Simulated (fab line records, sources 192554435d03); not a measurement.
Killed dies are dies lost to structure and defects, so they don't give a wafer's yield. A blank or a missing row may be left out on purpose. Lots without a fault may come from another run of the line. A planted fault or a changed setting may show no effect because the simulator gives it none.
fab line records | flow n5_finfet
record lots=7 wafers=19 last_day=16
route steps=1938 shown SD_EPI_P@309 SD_ACTIVATION@330 ILD0@335 SDB@347 MOL_CONTACT_COAG@538 BEOL_M4@1111
lots that met no fault: from a run of the same line without faults
start_h: hours from the record's first day to the start of the lot's first wafer shown | wait_h: hours since the lot's step before | " the same as in the row above | L1.1+2: a row that stands for several wafers | - no value, or no start given | * or withheld: withheld | < > ~ a bound
route shown NAME@n: a module of which the file shows steps, and the number in the route of the first | usual: mean/standard deviation of fault-free wafers | same: alike in all rows | chamber/n: place in a boat | sites: the reading at each site | _std_site: their standard deviation | _edge_site: outer sites' mean less inner sites' | radius_mm: how far each site lies from the wafer's centre | mask NAME#n: copy n | behind: the tool/chamber that last shaped the wafer | hold: why the lot was held/for how many hours/how that ended | device: the transistor (n, p or np) that didn't switch | end of line: the same wafers' tests at the end of the route | a step without rows: its recipe alone | killed: dies lost to structure and defects at the first sort, not the wafer's yield | map: a wafer's dies, x killed, . not, _ none there
set.NAME: the setting as run; set.NAME@STEP: as run at that earlier step | model.NAME: the simulator's own value behind a step, which no gauge read
lots at some steps of the route; a table a step, a row a wafer
services: from which hour (start_h, from the record's first day; less than 0 if before it) a tool's chamber was out of use, for how many hours, and why
## steps
# step N5_SD_EPI_P_STRIP_38
# recipe chemistry=N2/H2 temp_c=40 n2_flow_sccm=200 h2_flow_sccm=200 rf_frequency_hz=6e+07
# step N5_SD_EPI_P_ETCHBACK_46
# recipe chemistry=CH3F/O2 mode=anisotropic_etchback target=SiNx target_depth_a=175 stop_on=SiO2 over_etch_frac=0.3 ion_energy_ev=120 pressure_mtorr=30 source_w=395 bias_w=73 Ar_flow_sccm=150 CH3F_flow_sccm=30 O2_flow_sccm=20
# step N5_SD_EPI_P_ETCH_47
# recipe chemistry=CH3F/O2 target=SiOCN target_depth_a=250 mask_material=SOC ion_energy_ev=60 bias_w=29 pressure_mtorr=30 source_w=410 Ar_flow_sccm=150 CH3F_flow_sccm=30 O2_flow_sccm=20
# step N5_SD_EPI_P_ETCH_16
# recipe chemistry=CHF3/O2 target=SiO2 target_depth_a=50 mask_material=SOC pressure_mtorr=30 source_w=650 bias_w=170 Ar_flow_sccm=200 CHF3_flow_sccm=50 O2_flow_sccm=5 ion_energy_ev=200
# usual drypump_motor_current_A=5.6/0.43 oes_product_au=0.81/0.069 rf_vpp_V=522/12 showerhead_plenum_p_Torr=2.42/0.079 throttle_valve_pct=18.77/0.16
# columns lot.wafer tool chamber start_h wait_h drypump_motor_current_A oes_product_au rf_hours_counter_h rf_vpp_V showerhead_plenum_p_Torr throttle_valve_pct
L361.1 rie_diel-05 1 60.94 0.1 6.5 0.69 226 535 2.38 19.01
L361.3 " 3 " " 6.1 0.82 109 533 2.42 18.71
L361.5 " 1 " " 6.5 0.69 - 536 2.38 19.00
L365.4 rie_diel-03 1 84.38 0.1 5.4 0.96 7 504 2.38 18.64
L365.5 " 1 " " 5.4 0.96 - 503 2.38 18.64
L366.2 rie_diel-03 3 94.74 0.1 5.1 0.85 62 515 2.55 18.86
L366.4 " 1 " " 5.4 0.95 10 503 2.38 18.66
L366.5 " 2 " " 6.1 0.78 - 528 2.33 18.58
L369.2 rie_diel-03 3 106.54 0.1 5.1 0.84 66 515 2.55 18.86
L369.4 " 0 " " 5.5 0.78 - 536 2.40 18.63
L371.3 rie_diel-03 0 119.94 0.1 5.5 0.78 145 537 2.40 18.65
L371.4 " 1 " " 5.4 0.93 19 503 2.37 18.66
L371.5 " 3 " " 5.1 0.83 - 514 2.54 18.85
L374.3 rie_diel-06 1 137.75 0.1 5.5 0.82 109 526 2.23 18.92
L374.4 " 0 " " 5.9 0.77 149 530 2.49 18.62
L374.6 " 2 " " 6.0 0.80 - 513 2.44 19.12
L375.2 rie_diel-06 3 144.78 0.1 5.7 0.75 146 537 2.52 18.89
L375.5 " 3 " " 5.7 0.75 - 536 2.52 18.91
L375.6 " 2 " " 6.0 0.79 - 514 2.44 19.13
# step N5_SD_EPI_P_STRIP_50
# recipe chemistry=CHF3/O2 resist=SiARC rf_frequency_hz=6e+07
# step N5_SD_EPI_P_SD_RECESS_17
# recipe chemistry=HBr/Cl2/O2 target_depth_a=391 bt_time_s=3 pressure_mtorr=10 icp_w=800 bias_w=112 HBr_flow_sccm=150 Cl2_flow_sccm=80 O2_flow_sccm=12
# step N5_SD_EPI_P_WET_ETCH_45
# recipe chemistry=dHF dilution=withheld time_s=10.7 target=SiO2 target_depth_a=20 temp_c=25 dry=ipa_marangoni rinse_time_s=30 rinse_temp_c=23
# step N5_SD_EPI_P_STRIP_40
# recipe chemistry=N2/H2 power_w=1000 temp_c=250 h2_frac=0.65 overash_fraction=0.3 pressure_mtorr=withheld n2_flow_sccm=1750 h2_flow_sccm=3250
# step N5_SD_EPI_P_PRECLEAN_52
# recipe chemistry=O3/DIW time_s=60 temp_c=22 o3_ppm=10
# step N5_SD_EPI_P_SRD_20
# recipe dry=ipa_marangoni do_ppb=5 time_s=30 temp_c=23 rinse_liquid=diw
# step N5_SD_EPI_P_PRECLEAN_51
# recipe chemistry=NF3:NH3 afs_cycles=1 temp_c=30 time_s=20 sublimation_temp_c=180 sublimation_time_s=60 pressure_torr=3 rf_power_w=30
# step N5_SD_EPI_P_VAPOR_ETCH_44
# recipe chemistry=NF3/Ar target=SiGe30 temp_c=25 time_s=3.3 mode=isotropic
# step N5_SD_EPI_P_EPI_21
# recipe material=SiGe:B dopant=B temp_c=550 pressure_torr=20 ambient=H2 time_s=355
# usual epi_growth_time_s=355/0
# columns lot.wafer tool chamber start_h wait_h epi_growth_time_s model.SiGe-B_of_SD_EPI_P_EPI_21.thk_nm
L361.1 epi_rpcvd-04 0 61.67 0.1 355 62
L361.3 " 0 " " 355 61.6
L361.5 " 0 " " 355 60.6
L365.4 epi_rpcvd-04 0 86.22 1.1 637.92 88.8
L365.5 " 0 " " 355 60.4
L366.2 epi_rpcvd-03 0 95.83 0.5 355 60.6
L366.4 " 0 " " 355 60.4
L366.5 " 0 " " 355 59.8
L369.2 epi_rpcvd-04 0 107.63 0.5 637.92 90.4
L369.4 " 0 " " 637.92 88.6
L371.3 epi_rpcvd-04 0 121.39 0.8 355 60.2
L371.4 " 0 " " 637.92 86.8
L371.5 " 0 " " 355 60.6
L374.3 epi_rpcvd-03 0 139.20 0.8 355 61.4
L374.4 " 0 " " 355 60.2
L374.6 " 0 " " 355 60.6
L375.2 epi_rpcvd-03 0 145.87 0.5 355 59.6
L375.5 " 0 146.95 1.5 355 60
L375.6 " 0 " " 355 59.8
# step N5_SD_EPI_P_EPI_MEAS_23
# recipe mode=xrd
# usual thk_nm=60.9/1.2
# columns lot.wafer tool chamber start_h wait_h thk_nm
L361.1 film_metro-01 - 63.89 1.9 61.6
L361.3 " - " " 63.7
L361.5 " - " " 60.7
L365.4 film_metro-01 - 87.36 0.8 89.2
L365.5 " - " " 61.5
L366.2 film_metro-01 - 97.67 1.5 63.7
L366.4 " - " " 60.2
L366.5 " - " " 60.6
L369.2 film_metro-01 - 109.47 1.5 91.9
L369.4 " - " " 89.5
L371.3 film_metro-01 - 122.87 1.1 59.4
L371.4 " - " " 85.6
L371.5 " - " " 60.9
L374.3 film_metro-01 - 140.70 1.1 61.1
L374.4 " - " " 61.2
L374.6 " - " " 60.3
L375.2 film_metro-02 - 147.71 1.5 59.4
L375.5 " - " " 61.9
L375.6 " - " " 59.2
# step N5_SD_EPI_P_HM_STRIP_48
# recipe chemistry=H3PO4 temp_c=160 material=SiNx target=SiNx target_depth_a=30 overetch_fraction=0.3
# step N5_SD_EPI_P_SRD_49
# recipe dry=ipa_marangoni time_s=30 temp_c=23 rinse_liquid=diw
# step N5_SD_EPI_P_PRECLEAN_24
# recipe chemistry=O3/DIW time_s=45 temp_c=22 o3_ppm=10
# step N5_SD_EPI_P_PRECLEAN_32
# recipe chemistry=dHF time_s=10 dilution=500:1 temp_c=25
# step N5_SD_EPI_P_PRECLEAN_33
# recipe chemistry=SC2 time_s=45 temp_c=35 mix=1:1:50
# step N5_SD_EPI_P_SRD_25
# recipe time_s=30 temp_c=23 rinse_liquid=diw dry=ipa_marangoni
# step N5_SD_EPI_P_INSPECT_26
# recipe inspect_instrument=darkfield mode=post_epi
# usual raw_defect_count=170/32
# columns lot.wafer tool chamber start_h wait_h raw_defect_count
L361.1 defect_inspect-01 - 64.06 0.0 154
L361.3 " - " " 173
L361.5 " - " " 151
L365.4 defect_inspect-02 - 87.53 0.0 187
L365.5 " - " " 202
L366.2 defect_inspect-01 - 97.84 0.0 169
L366.4 " - " " 177
L366.5 " - " " 144
L369.2 defect_inspect-01 - 109.65 0.0 153
L369.4 " - " " 208
L371.3 defect_inspect-02 - 123.05 0.0 170
L371.4 " - " " 162
L371.5 " - " " 115
L374.3 defect_inspect-01 - 140.87 0.0 213
L374.4 " - " " 154
L374.6 " - " " 195
L375.2 defect_inspect-01 - 147.88 0.0 196
L375.5 " - " " 156
L375.6 " - " " 180
# step N5_SD_ACTIVATION_RTA_00
# recipe temp_c=975 time_s=0 ambient=N2 idle_temp_c=600 ramp_up_c_per_s=150 ramp_down_c_per_s=60 cool_to_c=600
# step N5_SD_ACTIVATION_LSA_01
# recipe temp_c=1080 time_s=0.0008 ambient=N2
# usual wafer_temp_C_max=1083.5/1.1
# columns lot.wafer tool chamber start_h wait_h wafer_temp_C_max
L361.1 laser_anneal-02 0 64.29 0.2 1083.7
L361.3 " 0 " " 1083.2
L361.5 " 0 " " 1085.6
L365.4 laser_anneal-02 0 88.09 0.2 1084.7
L365.5 " 0 " " 1084.2
L366.2 laser_anneal-01 0 98.10 0.2 1083.7
L366.4 " 0 " " 1082.4
L366.5 " 0 " " 1082.3
L369.2 laser_anneal-02 0 109.92 0.2 1083.1
L369.4 " 0 " " 1083.8
L371.3 laser_anneal-02 0 123.49 0.2 1084.2
L371.4 " 0 " " 1084.6
L371.5 " 0 " " 1084.8
L374.3 laser_anneal-01 0 142.22 0.2 1082.4
L374.4 " 0 " " 1083.1
L374.6 " 0 " " 1082.7
L375.2 laser_anneal-01 0 148.14 0.2 1082.9
L375.5 " 0 " " 1083.9
L375.6 " 0 " " 1082.5
# step N5_SD_ACTIVATION_RS_MEAS_03
# recipe thk_meas_gauge=four-point-probe
# usual RS_SD_N=21.9/0.31 RS_SD_P=56.1/0.95
# columns lot.wafer tool chamber start_h wait_h RS_SD_N[ohm/sq] RS_SD_P[ohm/sq]
L361.1 film_metro-01 - 64.49 0.2 22.7 55.6
L361.3 " - " " 22.4 55.0
L361.5 " - " " 22.0 55.8
L365.4 film_metro-01 - 88.27 0.2 21.8 38.3
L365.5 " - " " 21.8 56.3
L366.2 film_metro-02 - 98.29 0.2 22.1 55.1
L366.4 " - " " 22.1 55.5
L366.5 " - " " 22.0 55.9
L369.2 film_metro-02 - 110.11 0.2 21.9 38.1
L369.4 " - " " 21.6 38.3
L371.3 film_metro-01 - 123.67 0.2 21.6 57.4
L371.4 " - " " 21.8 39.8
L371.5 " - " " 22.0 56.5
L374.3 film_metro-01 - 142.41 0.2 22.3 55.7
L374.4 " - " " 22.2 56.9
L374.6 " - " " 22.3 55.9
L375.2 film_metro-02 - 148.33 0.2 22.2 58.4
L375.5 " - " " 21.8 58.1
L375.6 " - " " 21.9 57.6
# step N5_SD_ACTIVATION_INSPECT_02
# recipe inspect_instrument=darkfield mode=post_anneal
# usual raw_defect_count=170/33
# columns lot.wafer tool chamber start_h wait_h raw_defect_count
L361.1 defect_inspect-02 - 64.81 0.2 153
L361.3 " - " " 188
L361.5 " - " " 151
L365.4 defect_inspect-02 - 88.54 0.1 190
L365.5 " - " " 197
L366.2 defect_inspect-01 - 98.59 0.1 172
L366.4 " - " " 172
L366.5 " - " " 151
L369.2 defect_inspect-02 - 110.42 0.2 151
L369.4 " - " " 220
L371.3 defect_inspect-01 - 123.95 0.1 164
L371.4 " - " " 168
L371.5 " - " " 116
L374.3 defect_inspect-02 - 142.69 0.1 224
L374.4 " - " " 153
L374.6 " - " " 189
L375.2 defect_inspect-01 - 148.64 0.2 206
L375.5 " - " " 165
L375.6 " - " " 184
# step N5_ILD0_LINER_00
# recipe material=SiNx target_thk_a=40 temp_c=400 ald_precursor_family=SiH2I2 ald_co_reactant=N2/H2-plasma pulse_time_s=1 purge_time_s=2 co_reactant_purge_time_s=2 ald_cycles=80 pressure_torr=2
# step N5_ILD0_FCVD_FILL_01
# recipe material=SiO2_flowable target_thk_a=2000 temp_c=100 pressure_torr=0.8 rf_w=2000 time_s=328.3
# step N5_ILD0_CURE_02
# recipe temp_c=450 time_s=1800 ambient=steam idle_temp_c=400 ramp_up_c_per_min=5 ramp_down_c_per_min=3 densification_p_h2o_torr=640
# step N5_ILD0_CMP_03
# recipe stop_on=SiNx t_overpolish_s=1.9 post_cmp_clean=alkaline_brush down_force_psi=4.1491 platen_rpm=51.796 pad_velocity_m_s=1.0306 target_thk_nm=197.38
# step N5_ILD0_THK_MEAS_04
# usual thk_nm=197.2/1
# columns lot.wafer tool chamber start_h wait_h thk_nm
L361.1 film_metro-02 - 67.51 - 197.6
L361.3 " - " " 198.1
L361.5 " - " " 196.8
L365.4 film_metro-01 - 91.23 - 197.4
L365.5 " - " " 198.9
L366.2 film_metro-02 - 101.62 - 198.6
L366.4 " - " " 198.4
L366.5 " - " " 198.4
L369.2 film_metro-01 - 113.16 - 196.5
L369.4 " - " " 198.7
L371.3 film_metro-02 - 127.08 - 197.8
L371.4 " - " " 196.8
L371.5 " - " " 196.0
L374.3 film_metro-01 - 145.38 - 198.2
L374.4 " - " " 198.5
L374.6 " - " " 198.2
L375.2 film_metro-01 - 151.37 - 197.9
L375.5 " - " " 197.5
L375.6 " - " " 196.7
# step N5_ILD0_CMP_07
# recipe stop_on=poly-Si material=SiO2_flowable t_overpolish_s=1.18 post_cmp_clean=alkaline_brush down_force_psi=4.1491 platen_rpm=51.796 pad_velocity_m_s=1.0306 target_thk_nm=138.88
# usual motor_current_A=12.3/0.87 pad_life_wafers=1054/590 slurry_flow_ml_min=149.9/0.45
# columns lot.wafer tool chamber start_h wait_h motor_current_A pad_life_wafers slurry_flow_ml_min
L361.3 cmp-04 1 67.54 0.0 12.3 1494 150.8
L361.1 " 2 " " 12.5 1495 149.6
L361.5 " 1 " " 11.3 - 150.2
L365.4 cmp-04 3 91.26 0.0 11.9 1692 149.4
L365.5 " 0 " " 15.1 - 150.0
L366.2 cmp-04 1 101.69 0.1 11.9 1771 149.8
L366.4 " 2 " " 12.4 1772 150.1
L366.5 " 0 " " 14.2 - 150.1
L369.2 cmp-03 0 113.23 0.1 12.1 409 150.6
L369.4 " 2 " " 11.3 411 149.9
L371.3 cmp-03 0 127.15 0.1 12.6 523 149.7
L371.4 " 1 " " 12.0 524 149.5
L371.5 " 3 " " 12.4 - 150.4
L374.4 cmp-02 0 145.41 0.0 11.6 1422 150.7
L374.3 " 2 " " 12.3 1424 150.4
L374.6 " 0 " " 12.5 - 150.5
L375.2 cmp-03 1 151.62 0.2 12.1 759 149.7
L375.5 " 2 " " 11.1 - 150.0
L375.6 " 3 " " 13.2 - 149.4
# step N5_ILD0_THK_MEAS_08
# usual thk_nm=138.9/0.87
# columns lot.wafer tool chamber start_h wait_h thk_nm
L361.1 film_metro-02 - 67.83 - 138.9
L361.3 " - " " 136.8
L361.5 " - " " 138.0
L365.4 film_metro-01 - 91.55 - 138.4
L365.5 " - " " 138.5
L366.2 film_metro-02 - 101.94 - 137.5
L366.4 " - " " 139.6
L366.5 " - " " 138.5
L369.2 film_metro-01 - 113.49 - 139.4
L369.4 " - " " 139.5
L371.3 film_metro-02 - 127.41 - 139.4
L371.4 " - " " 138.5
L371.5 " - " " 138.6
L374.3 film_metro-01 - 145.71 - 138.6
L374.4 " - " " 138.2
L374.6 " - " " 138.0
L375.2 film_metro-01 - 151.80 - 138.7
L375.5 " - " " 138.7
L375.6 " - " " 137.8
# step N5_ILD0_PRECLEAN_10
# recipe chemistry=NF3:NH3 afs_cycles=5 time_s=20 temp_c=30 sublimation_temp_c=180 sublimation_time_s=60 pressure_torr=3 rf_power_w=30
# step N5_ILD0_ALD_15
# recipe material=SiNx target_thk_a=240 temp_c=400 ald_precursor_family=SiH2I2 ald_co_reactant=N2/H2-plasma pulse_time_s=1 ald_cycles=480 purge_time_s=2 co_reactant_purge_time_s=2 pressure_torr=2
# usual heater_power_w=848/67 precursor_pulse_height_rel=1.000/0.019
# columns lot.wafer tool chamber start_h wait_h heater_power_w precursor_pulse_height_rel since_wet_clean_h
L361.1 ald_sin-01 0 68.55 0.6 949 0.990 350
L361.3 " 1 " " 897 0.986 350
L361.5 " 0 69.64 1.2 940 0.986 -
L365.4 ald_sin-02 2 93.38 1.4 925 1.008 -
L365.5 " 3 " " 811 0.967 -
L366.2 ald_sin-02 2 102.66 0.5 921 0.988 95
L366.4 " 0 " " 953 0.984 95
L366.5 " 3 103.75 1.2 823 0.987 -
L369.2 ald_sin-03 3 114.21 0.5 800 1.014 304
L369.4 " 0 " " 778 1.002 304
L371.3 ald_sin-02 1 128.34 0.5 818 1.003 121
L371.4 " 2 " " 918 1.028 121
L371.5 " 1 129.43 1.3 843 1.000 -
L374.3 ald_sin-02 1 146.43 0.4 847 0.994 139
L374.4 " 3 " " 809 1.002 139
L374.6 " 0 147.51 1.1 979 0.993 -
L375.2 ald_sin-03 3 152.52 0.5 807 0.982 342
L375.5 " 0 153.60 1.2 781 1.018 -
L375.6 " 1 " " 789 1.024 -
# step N5_ILD0_CMP_12
# recipe stop_on=poly-Si material=SiNx t_overpolish_s=6 post_cmp_clean=alkaline_brush down_force_psi=2.5 platen_rpm=51.8 pad_velocity_m_s=1.0307 target_thk_nm=17.67
# usual motor_current_A=9.0/0.64 overpolish_run_s=5.999/0.0099 pad_life_wafers=963/560 slurry_flow_ml_min=150.0/0.49 time_to_endpoint_s=28.9/2.2
# columns lot.wafer tool chamber start_h wait_h motor_current_A overpolish_run_s pad_life_wafers slurry_flow_ml_min time_to_endpoint_s
L361.3 cmp-02 0 70.83 1.2 8.9 5.991 842 150.4 32.0
L361.1 " 1 " " 8.7 6.006 843 150.9 31.2
L361.5 " 2 " " 8.7 6.017 - 149.6 29.0
L365.4 cmp-04 0 94.53 0.1 10.6 6.000 1717 150.3 26.4
L365.5 " 0 " " 11.2 6.015 - 149.8 25.3
L366.4 cmp-03 3 104.86 1.1 9.5 5.992 336 150.1 27.5
L366.2 " 1 " " 9.0 5.998 338 150.2 29.1
L366.5 " 3 " " 9.9 6.000 - 150.2 28.5
L369.2 cmp-04 3 116.41 1.1 8.9 6.003 1896 150.1 30.2
L369.4 " 0 " " 10.8 6.005 1897 149.7 30.4
L371.3 cmp-03 2 130.54 1.1 8.1 6.012 564 150.1 31.0
L371.4 " 0 " " 8.9 6.014 566 149.6 30.7
L371.5 " 2 " " 8.3 6.015 - 150.8 30.7
L374.4 cmp-04 0 148.63 1.1 10.8 6.003 24 150.6 27.6
L374.3 " 2 " " 9.0 5.994 26 150.1 28.8
L374.6 " 1 " " 8.6 5.980 - 150.0 25.2
L375.2 cmp-04 3 154.75 1.2 9.0 5.995 79 149.1 27.9
L375.6 " 2 " " 9.1 5.995 - 150.2 30.2
L375.5 " 3 " " 9.1 5.999 - 149.9 29.2
# step N5_ILD0_THK_MEAS_13
# usual thk_nm=17.8/0.98
# columns lot.wafer tool chamber start_h wait_h thk_nm
L361.1 film_metro-02 - 71.04 - 19.6
L361.3 " - " " 19.1
L361.5 " - " " 19.7
L365.4 film_metro-01 - 94.79 - 16.2
L365.5 " - " " 17.1
L366.2 film_metro-02 - 105.15 - 18.1
L366.4 " - " " 16.4
L366.5 " - " " 17.3
L369.2 film_metro-02 - 116.70 - 16.4
L369.4 " - " " 16.6
L371.3 film_metro-01 - 130.84 - 17.9
L371.4 " - " " 19.1
L371.5 " - " " 19.0
L374.3 film_metro-01 - 148.92 - 18.1
L374.4 " - " " 17.1
L374.6 " - " " 17.8
L375.2 film_metro-02 - 155.01 - 17.2
L375.5 " - " " 16.3
L375.6 " - " " 18.4
# step N5_ILD0_INSPECT_06
# recipe inspect_instrument=darkfield mode=post_cmp
# usual raw_defect_count=41/20
# columns lot.wafer tool chamber start_h wait_h raw_defect_count
L361.1 defect_inspect-01 - 71.07 0.0 27
L361.3 " - " " 42
L361.5 " - " " 23
L365.4 defect_inspect-02 - 94.82 0.0 40
L365.5 " - " " 33
L366.2 defect_inspect-01 - 105.18 0.0 33
L366.4 " - " " 46
L366.5 " - " " 15
L369.2 defect_inspect-01 - 116.73 0.0 25
L369.4 " - " " 25
L371.3 defect_inspect-02 - 130.87 0.0 39
L371.4 " - " " 37
L371.5 " - " " 19
L374.3 defect_inspect-02 - 148.95 0.0 14
L374.4 " - " " 20
L374.6 " - " " 25
L375.2 defect_inspect-02 - 155.04 0.0 18
L375.5 " - " " 38
L375.6 " - " " 21
# step N5_SDB_HM_DEP_00
# recipe material=SiNx target_thk_a=400 temp_c=400 precursor=SiH4/NH3/N2 pressure_torr=1.5 rf_w=300 time_s=35.3
# step N5_SDB_COAT_03
# recipe resist=SOC temp_c=250 time_s=60 spin_rpm=1500 resist_thk_nm=100
# step N5_SDB_COAT_04
# recipe resist=SiARC temp_c=220 time_s=60 spin_rpm=1500 resist_thk_nm=18
# step N5_SDB_COAT_05
# recipe resist=CAR-ArF spin_rpm=1500 resist_thk_nm=90
# step N5_MOL_CONTACT_COAG_ETCH_110
# recipe chemistry=CF4/O2 target=Si target_depth_a=25 time_s=8 pressure_mtorr=100 source_w=200 bias_w=12 ion_energy_ev=60 Ar_flow_sccm=100 cf4_flow_sccm=100 O2_flow_sccm=10
# usual cf4_flow_sccm=100.03/0.28 drypump_motor_current_A=5.7/0.35 oes_product_au=0.78/0.079 rf_vpp_V=126.5/2.5 showerhead_plenum_p_Torr=2.23/0.073 throttle_valve_pct=10.72/0.23
# columns lot.wafer tool chamber start_h wait_h cf4_flow_sccm drypump_motor_current_A oes_product_au rf_hours_counter_h rf_vpp_V showerhead_plenum_p_Torr throttle_valve_pct model.SiGe-B_of_SD_EPI_P_EPI_21.thk_nm
L361.1 rie_diel-04 2 95.27 0.0 99.92 5.8 0.89 31 127.2 2.19 10.47 59
L361.3 " 3 " " 99.59 5.8 0.78 122 124.2 2.24 10.62 58.6
L361.5 " 3 " " 100.25 5.8 0.78 - 126.8 2.24 10.62 57.8
L365.4 rie_diel-04 2 118.66 0.0 99.81 5.8 0.88 - 126.2 2.19 10.48 84.6
L365.5 " 1 " " 99.54 6.4 0.71 - 122.7 2.28 11.01 57.6
L366.2 rie_diel-04 1 129.33 0.0 100.34 6.4 0.71 215 123.5 2.28 11.04 57.8
L366.4 " 1 " " 100.66 6.4 0.72 - 123.4 2.28 11.03 57.6
L366.5 " 3 " " 100.47 5.8 0.77 - 126.3 2.24 10.66 57
L369.2 rie_diel-02 2 140.81 0.0 100.10 5.9 0.70 210 122.3 2.12 11.10 86.2
L369.4 " 1 " " 99.51 5.7 0.80 120 126.4 2.16 10.62 84.2
L371.3 rie_diel-02 2 153.49 0.0 99.87 5.9 0.70 214 121.5 2.11 11.13 57.4
L371.4 " 0 " " 100.24 5.3 0.74 177 124.8 2.23 10.75 82.8
L371.5 " 1 " " 99.75 5.7 0.79 - 127.3 2.15 10.63 57.8
L374.3 rie_diel-04 1 173.15 0.0 100.30 6.4 0.70 232 122.7 2.27 11.07 58.6
L374.4 " 2 " " 100.09 5.8 0.85 61 124.7 2.18 10.54 57.4
L374.6 " 0 " " 99.68 5.7 0.95 - 130.3 2.35 10.34 57.8
L375.2 rie_diel-01 1 177.47 0.0 99.81 5.3 0.71 245 130.7 2.19 11.14 56.6
L375.5 " 1 " " 100.09 5.3 0.70 - 130.1 2.19 11.12 57
L375.6 " 0 " " 100.14 4.9 0.72 - 131.9 2.21 10.88 57
# step N5_BEOL_M4_RC_MEAS_101
# usual DIBL_N=36.7/1.8 DIBL_P=37.0/2.4 IOFF_N=0.17/0.036 IOFF_P=0.22/0.042 ION_N=673/12 ION_P=462/8.5 RS_SD_P=65.8/1 SS_N=71.7/0.62 SS_P=73.4/0.65 VT_N=250/3.7 VT_P=-250/3.7
# columns lot.wafer tool chamber start_h wait_h DIBL_N[mV/V] DIBL_P[mV/V] IOFF_N[nA/um] IOFF_P[nA/um] ION_N[uA/um] ION_P[uA/um] RS_SD_P[ohm/sq] SS_N[mV/dec] SS_P[mV/dec] VT_N[mV] VT_P[mV]
L361.1 prober-02 0 188.41 0.0 39.1 40.7 0.22 0.28 691 466 64.6 72.4 74.2 246 -246
L361.3 " 0 " " 36.9 37.5 0.17 0.22 682 458 65.3 71.5 74.2 248 -248
L361.5 " 0 " " 37.7 38.7 0.18 0.22 676 456 66.3 72.0 73.9 249 -250
L365.4 prober-01 0 205.03 0.5 37.8 38.4 0.18 0.26 671 468 45.3 71.4 74.5 249 -244
L365.5 " 0 " " 35.2 35.1 0.13 0.17 659 448 66.3 70.6 72.5 255 -255
L366.2 prober-01 0 233.38 0.2 35.0 34.8 0.13 0.18 665 455 64.5 71.8 72.8 254 -251
L366.4 " 0 " " 38.1 37.4 0.18 0.21 667 456 64.8 72.5 73.4 249 -250
L366.5 " 0 " " 36.5 36.2 0.16 0.20 670 456 65.4 70.9 73.3 251 -251
L371.3 prober-02 0 237.34 0.3 38.8 38.6 0.19 0.24 697 470 66.8 71.6 74.8 248 -252
L371.4 " 0 " " 35.0 34.9 0.14 0.22 672 473 46.6 71.7 72.9 251 -249
L371.5 " 0 " " 37.7 38.3 0.19 0.25 701 479 66.3 72.2 74.6 247 -247
L369.2 prober-01 0 237.86 0.2 38.3 38.7 0.21 0.35 680 485 44.5 72.5 73.0 247 -238
L369.4 " 0 " " 36.7 37.2 0.18 0.31 677 485 45.7 71.8 73.1 248 -240
L375.2 prober-02 0 270.03 0.2 39.2 42.2 0.26 0.34 694 479 68.2 71.5 74.5 244 -242
L375.5 " 0 " " 38.5 41.4 0.24 0.31 704 479 67.8 72.3 73.5 242 -242
L375.6 " 0 " " 38.1 39.3 0.20 0.28 684 472 68.4 71.8 73.9 247 -245
L374.3 prober-01 0 280.53 0.3 39.1 41.4 0.23 0.28 696 470 64.6 72.7 74.9 245 -249
L374.4 " 0 " " 35.6 36.4 0.15 0.18 664 452 66.6 72.0 73.4 252 -254
L374.6 " 0 " " 34.9 35.6 0.14 0.18 665 453 66.1 71.6 73.1 252 -257
## services
# columns tool chamber start_h hours kind
cmp-03 - 40.52 1.1 repair
rie_diel-04 1 50.04 6.2 repair
rie_diel-04 3 51.04 30.3 repair
cmp-02 - 52.54 1.1 repair
cmp-02 - 54.17 0.5 repair
cmp-03 - 57.17 4.0 pm
rie_diel-06 1 68.99 2.8 repair
rie_diel-06 1 75.09 4.7 repair
ald_sin-02 1 85.55 8.5 repair
cmp-04 - 94.88 1.7 repair
cmp-03 - 98.68 2.0 repair
rie_diel-03 2 102.53 7.6 repair
rie_diel-04 1 107.92 4.6 repair
ald_sin-02 - 122.03 1.1 repair
laser_anneal-02 - 125.54 4.0 repair
laser_anneal-01 - 131.65 2.4 pm
cmp-04 - 141.14 4.0 pm
laser_anneal-02 - 145.34 1.9 pm
epi_rpcvd-04 - 147.42 0.7 repair
laser_anneal-02 - 147.56 2.2 repair
ald_sin-02 - 148.80 0.9 repair
laser_anneal-02 - 157.70 5.4 pm
rie_diel-04 2 158.20 4.0 repair
rie_diel-04 1 175.91 66.9 repair
## key
first_sign step=N5_SD_EPI_P_EPI_21 reading=epi_growth_time_s direction=up sigmas=99+ usual=* struck=*
effect step=N5_SD_EPI_P_EPI_MEAS_23 reading=thk_nm direction=up sigmas=24 usual=* struck=*
effect step=N5_SD_ACTIVATION_RS_MEAS_03 reading=RS_SD_P direction=down sigmas=18 usual=56.1 struck=38.6
effect step=N5_BEOL_M4_RC_MEAS_101 reading=RS_SD_P direction=down sigmas=20 usual=65.8 struck=45.5
effect step=N5_BEOL_M4_RC_MEAS_101 reading=VT_P direction=up sigmas=1.9 usual=-250 struck=-243
effect step=N5_BEOL_M4_RC_MEAS_101 reading=ION_P direction=up sigmas=1.8 usual=462 struck=478
model_effect step=N5_SD_EPI_P_EPI_21 value=SiGe-B_of_SD_EPI_P_EPI_21.thk_nm without=60.7 struck=88.65
model_effect step=N5_MOL_CONTACT_COAG_ETCH_110 value=SiGe-B_of_SD_EPI_P_EPI_21.thk_nm without=57.8 struck=84.45
met_at N5_SD_EPI_P_EPI_21
struck_wafers L365.4,L369.2,L369.4,L371.4
sort_left_out L365.4,L369.2,L369.4,L371.4
onset_between 61.67 86.22
fault kind=process_parameter_drift tool=epi_rpcvd-04 chamber=- onset_h=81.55 steps=N5_SD_EPI_P_EPI_21 channel=epi_growth_time_s offset=* shape=step end_h=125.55 scope=struck_wafers_only stated=*
# sort_left_out: the simulated sort isn't trusted on such a fault, so these wafers' sort isn't shown, and their yield isn't known
